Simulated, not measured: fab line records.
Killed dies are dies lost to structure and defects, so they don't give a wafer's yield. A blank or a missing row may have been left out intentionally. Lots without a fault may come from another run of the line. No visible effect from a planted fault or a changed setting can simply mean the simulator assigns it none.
What tool caused it? / flow nand-harc / 36 wafers from 12 lots sampled at 5 of the route's 1159 steps

## WHAT EACH GAUGE READ, for each wafer
NHARC_HYBRID_BOND_OVL_MEAS_05.
lot=L293; measured=day 18 14:53; on=overlay-02; overlay-x-nm (nm)=68 -14 70; overlay-y-nm (nm)=-22 82 -79
lot=L294; measured=day 18 14:53; on=overlay-01; overlay-x-nm (nm)=14 34 -17; overlay-y-nm (nm)=-40 -5 -68
lot=L295; measured=day 18 23:32; on=overlay-01; overlay-x-nm (nm)=35 9 15; overlay-y-nm (nm)=-37 31 -14
lot=L296; measured=day 18 14:54; on=overlay-02; overlay-x-nm (nm)=-7 18 -46; overlay-y-nm (nm)=59 -3 58
lot=L297; measured=day 19 15:22; on=overlay-01; overlay-x-nm (nm)=11 -22 -38; overlay-y-nm (nm)=-10 22 -8
lot=L298; measured=day 20 03:28; on=overlay-02; overlay-x-nm (nm)=4 18 -59; overlay-y-nm (nm)=0 -11 16
lot=L299; measured=day 20 20:48; on=overlay-01; overlay-x-nm (nm)=24 -11 -68; overlay-y-nm (nm)=10 52 37
lot=L300; measured=day 20 20:47; on=overlay-01; overlay-x-nm (nm)=24 -3 -75; overlay-y-nm (nm)=5 18 -35
lot=L302; measured=day 20 20:48; on=overlay-02; overlay-x-nm (nm)=-25 7 -40; overlay-y-nm (nm)=-2 -24 15
lot=L309; measured=day 22 06:31; on=overlay-01; overlay-x-nm (nm)=-18 15 -20; overlay-y-nm (nm)=55 -5 19
lot=L311; measured=day 23 09:49; on=overlay-02; overlay-x-nm (nm)=-72 -36 -6; overlay-y-nm (nm)=-49 30 35
lot=L315; measured=day 24 15:12; on=overlay-01; overlay-x-nm (nm)=-24 -1 41; overlay-y-nm (nm)=-16 -25 42

NHARC_END_SORT_01.
lot=L298; measured=day 20 21:05; on=prober-01; defect-limited-yield (%)=96.9 97.2 96.8; killed-at-array=20 16 20; killed-at-other=0 1 0; killed-at-periphery=1 2 2; killed-dies=21 19 22; killed-open=1 1 2; killed-short=1 2 2; sort_bin_2_pct (%)=1.0 0.6 1.0; sort_bin_3_pct (%)=0.15 0.44 0.15; sort_bin_4_pct (%)=1.9 1.8 2.1; sort-n-pass=656 658 655; sort-rim-yield-pct (%)=100.0 98.1 94.3; sort-yield-pct (%)=96.9 97.2 96.8
lot=L300; measured=day 21 14:46; on=prober-02; defect-limited-yield (%)=96.0 94.8 97.0; killed-at-array=23 28 17; killed-at-other=0 0 0; killed-at-periphery=4 7 3; killed-dies=27 35 20; killed-open=2 5 5; killed-short=5 2 0; sort_bin_2_pct (%)=1.5 1.8 0.9; sort_bin_3_pct (%)=0.15 0.15 0.15; sort_bin_4_pct (%)=2.4 3.2 1.9; sort-n-pass=650 642 657; sort-rim-yield-pct (%)=98.1 99.1 96.2; sort-yield-pct (%)=96.0 94.8 97.0
lot=L309; measured=day 23 05:02; on=prober-01; defect-limited-yield (%)=78.9 93.6 94.4; killed-at-array=35 32 26; killed-at-other=4 3 5; killed-at-periphery=104 8 7; killed-dies=143 43 38; killed-open=5 3 1; killed-short=0 2 3; sort_bin_2_pct (%)=7.8 1.8 0.9; sort_bin_3_pct (%)=4.73 0.44 0.30; sort_bin_4_pct (%)=8.6 4.1 4.4; sort-n-pass=534 634 639; sort-rim-yield-pct (%)=91.5 94.3 90.6; sort-yield-pct (%)=78.9 93.6 94.4

## WHAT TOOL EACH LOT RAN ON (gives the tool, then ch and the chambers of the sampled wafers, and finally the start)
lot=L293; NHARC_P_BONDPAD_PVD_17=pvd-sputter-02, day 6 02:04; NHARC_THIN_TSV_DEP_47=pecvd-03 ch 1,2, day 18 20:48; NHARC_THIN_TSV_ETCH_59=rie-metal-03 ch 0,1, day 19 01:16
lot=L294; NHARC_P_BONDPAD_PVD_17=pvd-sputter-03, day 6 19:52; NHARC_THIN_TSV_DEP_47=pecvd-02 ch 0,1, day 18 23:07; NHARC_THIN_TSV_ETCH_59=rie-metal-02 ch 0,1, day 19 03:43
lot=L295; NHARC_P_BONDPAD_PVD_17=pvd-sputter-02, day 6 20:51; NHARC_THIN_TSV_DEP_47=pecvd-01 ch 0,1, day 19 04:04; NHARC_THIN_TSV_ETCH_59=rie-metal-02 ch 0,1, day 19 08:22
lot=L296; NHARC_P_BONDPAD_PVD_17=pvd-sputter-03, day 6 21:53; NHARC_THIN_TSV_DEP_47=pecvd-03 ch 0,2, day 19 00:20; NHARC_THIN_TSV_ETCH_59=rie-metal-03 ch 0,1, day 19 04:56
lot=L297; NHARC_P_BONDPAD_PVD_17=pvd-sputter-03, day 7 19:37; NHARC_THIN_TSV_DEP_47=pecvd-01 ch 0,1,2, day 19 20:26; NHARC_THIN_TSV_ETCH_59=rie-metal-02 ch 0,1, day 20 00:51
lot=L298; NHARC_P_BONDPAD_PVD_17=pvd-sputter-02, day 7 20:19; NHARC_THIN_TSV_DEP_47=pecvd-01 ch 0,1, day 20 08:10; NHARC_THIN_TSV_ETCH_59=rie-metal-02 ch 0,1, day 20 12:29
lot=L299; NHARC_P_BONDPAD_PVD_17=pvd-sputter-03, day 8 06:13; NHARC_THIN_TSV_DEP_47=pecvd-01 ch 0,1,2, day 21 03:51; NHARC_THIN_TSV_ETCH_59=rie-metal-02 ch 0, day 21 08:07
lot=L300; NHARC_P_BONDPAD_PVD_17=pvd-sputter-03, day 8 10:58; NHARC_THIN_TSV_DEP_47=pecvd-02 ch 1,2, day 21 01:24; NHARC_THIN_TSV_ETCH_59=rie-metal-02 ch 0, day 21 05:55
lot=L302; NHARC_P_BONDPAD_PVD_17=pvd-sputter-03, day 8 17:58; NHARC_THIN_TSV_DEP_47=pecvd-02 ch 1,2, day 21 02:47; NHARC_THIN_TSV_ETCH_59=rie-metal-03 ch 0,1, day 21 07:20
lot=L309; NHARC_P_BONDPAD_PVD_17=pvd-sputter-03, day 10 12:35; NHARC_THIN_TSV_DEP_47=pecvd-01 ch 1,2, day 22 11:41; NHARC_THIN_TSV_ETCH_59=rie-metal-01 ch 0,1, day 22 16:56
lot=L311; NHARC_P_BONDPAD_PVD_17=pvd-sputter-01, day 10 21:00; NHARC_THIN_TSV_DEP_47=pecvd-02 ch 1,2, day 23 15:49; NHARC_THIN_TSV_ETCH_59=rie-metal-01 ch 0,1, day 23 20:49
lot=L315; NHARC_P_BONDPAD_PVD_17=pvd-sputter-01, day 11 20:08; NHARC_THIN_TSV_DEP_47=pecvd-01 ch 1,2, day 24 19:47; NHARC_THIN_TSV_ETCH_59=rie-metal-03 ch 0,1, day 25 00:06
- NHARC_P_BONDPAD_PVD_17: deposits TaN, target thk 5 nm, time 8.06 s.
- NHARC_THIN_TSV_DEP_47: deposits SiO2, target thk 200 nm.
- NHARC_THIN_TSV_ETCH_59: etches the open film in Cl2/BCl3, target depth 880 nm, time 138.1 s.

## WHAT THE TOOLS THEMSELVES READ (means of the sampled wafers that have a number; where no wafer has one, the mark that the record gives instead)
NHARC_P_BONDPAD_PVD_17.
lot=L293; tool=pvd-sputter-02; throttle-valve-pct (%)=30.0
lot=L294; tool=pvd-sputter-03; throttle-valve-pct (%)=30.1
lot=L295; tool=pvd-sputter-02; throttle-valve-pct (%)=30.1
lot=L296; tool=pvd-sputter-03; throttle-valve-pct (%)=30.2
lot=L297; tool=pvd-sputter-03; throttle-valve-pct (%)=30.6
lot=L298; tool=pvd-sputter-02; throttle-valve-pct (%)=29.4
lot=L299; tool=pvd-sputter-03; throttle-valve-pct (%)=30.1
lot=L300; tool=pvd-sputter-03; throttle-valve-pct (%)=30.4
lot=L302; tool=pvd-sputter-03; throttle-valve-pct (%)=30.5
lot=L309; tool=pvd-sputter-03; throttle-valve-pct (%)=30.7
lot=L311; tool=pvd-sputter-01; throttle-valve-pct (%)=29.7
lot=L315; tool=pvd-sputter-01; throttle-valve-pct (%)=29.7

NHARC_THIN_TSV_DEP_47.
lot=L293; tool=pecvd-03; showerhead-vpp-V (V)=1822; throttle-valve-pct (%)=16.5
lot=L294; tool=pecvd-02; showerhead-vpp-V (V)=1834; throttle-valve-pct (%)=15.6
lot=L295; tool=pecvd-01; showerhead-vpp-V (V)=1810; throttle-valve-pct (%)=15.9
lot=L296; tool=pecvd-03; showerhead-vpp-V (V)=1782; throttle-valve-pct (%)=16.8
lot=L297; tool=pecvd-01; showerhead-vpp-V (V)=1792; throttle-valve-pct (%)=15.9
lot=L298; tool=pecvd-01; showerhead-vpp-V (V)=1816; throttle-valve-pct (%)=15.9
lot=L299; tool=pecvd-01; showerhead-vpp-V (V)=1787; throttle-valve-pct (%)=15.8
lot=L300; tool=pecvd-02; showerhead-vpp-V (V)=1844; throttle-valve-pct (%)=15.9
lot=L302; tool=pecvd-02; showerhead-vpp-V (V)=1896; throttle-valve-pct (%)=15.8
lot=L309; tool=pecvd-01; showerhead-vpp-V (V)=1792; throttle-valve-pct (%)=15.5
lot=L311; tool=pecvd-02; showerhead-vpp-V (V)=1854; throttle-valve-pct (%)=16.2
lot=L315; tool=pecvd-01; showerhead-vpp-V (V)=1747; throttle-valve-pct (%)=15.9

NHARC_THIN_TSV_ETCH_59.
lot=L293; tool=rie-metal-03; bcl3-flow-sccm (sccm)=29.99; drypump-motor-current-A (A)=5.4; oes-product-au (a.u.)=1.001; throttle-valve-pct (%)=22.263
lot=L294; tool=rie-metal-02; bcl3-flow-sccm (sccm)=30.00; drypump-motor-current-A (A)=5.3; oes-product-au (a.u.)=1.007; throttle-valve-pct (%)=22.260
lot=L295; tool=rie-metal-02; bcl3-flow-sccm (sccm)=30.08; drypump-motor-current-A (A)=5.2; oes-product-au (a.u.)=1.009; throttle-valve-pct (%)=22.259
lot=L296; tool=rie-metal-03; bcl3-flow-sccm (sccm)=30.03; drypump-motor-current-A (A)=5.3; oes-product-au (a.u.)=0.995; throttle-valve-pct (%)=22.271
lot=L297; tool=rie-metal-02; bcl3-flow-sccm (sccm)=30.05; drypump-motor-current-A (A)=5.3; oes-product-au (a.u.)=1.001; throttle-valve-pct (%)=22.262
lot=L298; tool=rie-metal-02; bcl3-flow-sccm (sccm)=29.93; drypump-motor-current-A (A)=5.2; oes-product-au (a.u.)=1.003; throttle-valve-pct (%)=22.258
lot=L299; tool=rie-metal-02; bcl3-flow-sccm (sccm)=29.94; drypump-motor-current-A (A)=5.4; oes-product-au (a.u.)=1.004; throttle-valve-pct (%)=22.257
lot=L300; tool=rie-metal-02; bcl3-flow-sccm (sccm)=30.05; drypump-motor-current-A (A)=5.4; oes-product-au (a.u.)=1.007; throttle-valve-pct (%)=22.258
lot=L302; tool=rie-metal-03; bcl3-flow-sccm (sccm)=30.00; drypump-motor-current-A (A)=5.7; oes-product-au (a.u.)=0.991; throttle-valve-pct (%)=22.269
lot=L309; tool=rie-metal-01; bcl3-flow-sccm (sccm)=30.03; drypump-motor-current-A (A)=5.5; oes-product-au (a.u.)=1.001; throttle-valve-pct (%)=22.269
lot=L311; tool=rie-metal-01; bcl3-flow-sccm (sccm)=30.10; drypump-motor-current-A (A)=5.7; oes-product-au (a.u.)=1.006; throttle-valve-pct (%)=22.274
lot=L315; tool=rie-metal-03; bcl3-flow-sccm (sccm)=29.97; drypump-motor-current-A (A)=5.7; oes-product-au (a.u.)=0.996; throttle-valve-pct (%)=22.265

## THE ANSWER, worked out from the rows above alone
Rule: usual is defined by the lots themselves. Put in order of their means at a reading, lots are off if they are a third of the lots or fewer, leave a main group of 4 or more, and stand apart from it by a gap of 3 or more times the standard deviation of the main group's means; of several such gaps the widest counts. A main group is skipped when, at the precision printed for the reading in the tables above, its means are all equal. A lot without any number at a reading at which 4 lots or more have one is off too. Any other lot the step has rows for is counted as sound. After the gauges, taken in route order, come the tools' own readings; for these a lot's mean is taken, as printed above. The first step at which some lot is off is used, and at that step the reading that is off furthest; a lot without a number counts as furthest.
Nothing can be told from this: no lot is off at any reading shown.

## WHAT WAS PUT IN BY THE SIMULATOR
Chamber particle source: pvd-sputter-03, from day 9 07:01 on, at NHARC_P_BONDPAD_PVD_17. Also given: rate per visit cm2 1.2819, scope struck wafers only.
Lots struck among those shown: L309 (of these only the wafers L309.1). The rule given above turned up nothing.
